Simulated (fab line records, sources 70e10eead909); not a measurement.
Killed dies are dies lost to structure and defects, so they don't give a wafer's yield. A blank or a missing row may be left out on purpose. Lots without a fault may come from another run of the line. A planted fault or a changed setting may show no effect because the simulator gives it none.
A struck lot beside a sound one | flow nand_harc | 41 steps out of a route of 1159
Sound: wafers L210.1, L210.2, L210.6. Struck: wafers L224.4, L224.5. (L224.2 of the same lot was not struck and is left out.) The cause comes at the end.
At each step with rows: each side's tool, then ch and its chambers, then its first start. Under that, the readings that differ: sound wafers | struck wafers | difference of the means | sigmas: that difference in standard deviations of wafers without a fault.
alike: readings whose means differ by less than 2 such deviations, and words and numbers that are the same on both sides. not compared: withheld readings, readings that some wafer has no value for, bounds like >300 that may hide the same value, and numbers for which the record gives no deviation and whose values overlap.
The two part at a step that has a row with sigmas, a row that says differs or no value, or rows on one side only. Numbers that don't overlap but have no deviation are shown without sigmas and don't part them. A reading that every wafer of one side lacks parts them only if that side has two wafers or more.

first, 5 steps without rows for these wafers: NHARC_A_SGD_CUT_SOFTBAKE_04 (time 55 s); NHARC_A_SGD_CUT_EBR_05; NHARC_A_SGD_CUT_EXPOSE_06 (exposes mask SGD); NHARC_A_SGD_CUT_PEB_07 (peb time 65 s); NHARC_A_SGD_CUT_DEVELOP_08 (develop time 35 s).
NHARC_A_SGD_CUT_CD_MEAS_09: target cd 100 nm.
  sound on cd_sem-01 ch 0, day 14 14:07; struck on cd_sem-03 ch 0, day 18 02:07
  alike: cd_nm
NHARC_A_SGD_CUT_OVL_MEAS_10:
  sound on overlay-02, day 14 14:13; struck on overlay-01, day 18 02:11
  alike: overlay_x_nm, overlay_y_nm
NHARC_A_SGD_CUT_INSPECT_11:
  sound on defect_inspect-02, day 14 14:14; struck on defect_inspect-01, day 18 02:14
  alike: raw_defect_count
then, 3 steps without rows for these wafers: NHARC_A_SGD_CUT_DESCUM_14 (chemistry O2, time 3 s); NHARC_A_SGD_CUT_ETCH_58 (etches the open film in CF4, target depth 39 nm, time 65 s); NHARC_A_SGD_CUT_ETCH_59 (etches the open film in N2/H2, target depth 260 nm, time 406.25 s).
NHARC_A_SGD_CUT_ETCH_15: etches the open film in CH3F/O2, target depth 75 nm, time 64.3 s.
  sound on rie_diel-01 ch 1,2; struck on rie_diel-05 ch 2,3
  alike: ch3f_flow_sccm, chamber_pressure_mTorr, drypump_motor_current_A, mfc_ar_sccm, oes_product_au, rf_vpp_V, showerhead_plenum_p_Torr, throttle_valve_pct
  not compared: rf_hours_counter_h
NHARC_A_SGD_CUT_ETCH_16: etches the open film in C4F8/O2/Ar, target depth 310.5 nm, time 155.2 s.
  sound on rie_diel-01 ch 0,1, day 14 14:54; struck on rie_diel-05 ch 2, day 18 02:52
  reading      | sound       | struck  | difference | sigmas
  rf_vpp_V (V) | 721 718 717 | 725 728 | +8         | +2
  alike: chamber_pressure_mTorr, oes_product_au
  not compared: rf_hours_counter_h
then, 6 steps without rows for these wafers: NHARC_A_SGD_CUT_STRIP_60 (strips in C4F8/O2/Ar); NHARC_A_SGD_CUT_STRIP_17 (strips in O2); NHARC_A_SGD_CUT_PRECLEAN_18 (cleans in SC1); NHARC_A_SGD_CUT_SRD_19; NHARC_A_SGD_CUT_DEP_20 (deposits SiO2, target thk 150 nm); NHARC_A_SGD_CUT_ANNEAL_27 (time 1800 s).
NHARC_A_SGD_CUT_CMP_21: polishes, target thk 148.19 nm.
  sound on cmp-01 ch 1,2,3, day 14 21:22; struck on cmp-01 ch 2,3, day 18 05:57
  alike: motor_current_A, time_to_endpoint_s
NHARC_A_SGD_CUT_THK_MEAS_22: measures by ellipsometry.
  sound on film_metro-02, day 14 21:34; struck on film_metro-01, day 18 06:13
  alike: thk_nm
then, 3 steps without rows for these wafers: NHARC_A_SGD_CUT_SRD_23; NHARC_A_SGD_CUT_ETCH_26 (etches SiO2 in dHF, target depth 45.8 nm); NHARC_A_SGD_CUT_ETCHBACK_24 (etches the open film in CH3F/O2, target depth 50 nm, time 92.857 s).
NHARC_A_SGD_CUT_STRIP_28: strips in O2, time 20 s.
  sound on rie_diel-05 ch 1,2; struck on rie_diel-05 ch 1
  alike: chamber_pressure_mTorr, drypump_motor_current_A, mfc_ar_sccm, oes_product_au, rf_vpp_V, showerhead_plenum_p_Torr, throttle_valve_pct
  not compared: rf_hours_counter_h
then, 2 steps without rows for these wafers: NHARC_A_SLIT_DEP_25 (deposits SiO2, target thk 200 nm); NHARC_A_SLIT_DEP_00 (deposits aC, target thk 3200 nm).
NHARC_A_SLIT_DEP_23: deposits SiON, target thk 100 nm.
  sound on pecvd-03 ch 0,2, day 15 02:31; struck on pecvd-03 ch 1,2, day 18 10:19
  alike: heater_power_w
then, 8 steps without rows for these wafers: NHARC_A_SLIT_DEHYDRATE_01 (time 120 s); NHARC_A_SLIT_HMDS_02 (time 30 s); NHARC_A_SLIT_COAT_03 (resist thk 90 nm); NHARC_A_SLIT_SOFTBAKE_04 (time 55 s); NHARC_A_SLIT_EBR_05; NHARC_A_SLIT_EXPOSE_06 (exposes mask SLIT); NHARC_A_SLIT_PEB_07 (peb time 65 s); NHARC_A_SLIT_DEVELOP_08 (develop time 35 s).
NHARC_A_SLIT_CD_MEAS_09: target cd 300 nm.
  sound on cd_sem-02 ch 0, day 15 03:10; struck on cd_sem-02 ch 0, day 18 10:59
  alike: cd_nm
NHARC_A_SLIT_OVL_MEAS_10:
  sound on overlay-01, day 15 03:16; struck on overlay-02, day 18 11:05
  reading           | sound       | struck    | difference | sigmas
  overlay_y_nm (nm) | 0.8 0.2 0.7 | -1.5 -0.9 | -1.8       | -2
  alike: overlay_x_nm
then, 1 step without rows for these wafers: NHARC_A_SLIT_DESCUM_14 (chemistry O2, time 3 s).
NHARC_A_SLIT_ETCH_24: etches the open film in CF4/CHF3, target depth 121 nm, time 60.5 s.
  sound on rie_diel-02 ch 0,3, day 15 03:26; struck on rie_diel-04 ch 1,2, day 18 11:16
  alike: chamber_pressure_mTorr, drypump_motor_current_A, mfc_ar_sccm, oes_product_au, rf_vpp_V, showerhead_plenum_p_Torr, throttle_valve_pct
  not compared: rf_hours_counter_h
-- the record jumps here: 5 days lie between the struck wafers' starts before and after (it left off in module A_SLIT and takes up again in module END, whose first step shown is number 1159 of the route) --
NHARC_END_SORT_01:
  the record has rows for the struck wafers here (prober-01 ch 0, day 23 16:53) and none for the sound ones

WHERE THEY PART
First at NHARC_A_SGD_CUT_ETCH_16; last, within this record, at NHARC_END_SORT_01.

WHY: what the simulator had put in
Chamber particle source: rie_diel-05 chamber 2, from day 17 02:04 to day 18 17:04, at NHARC_A_SGD_CUT_ETCH_16. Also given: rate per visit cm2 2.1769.
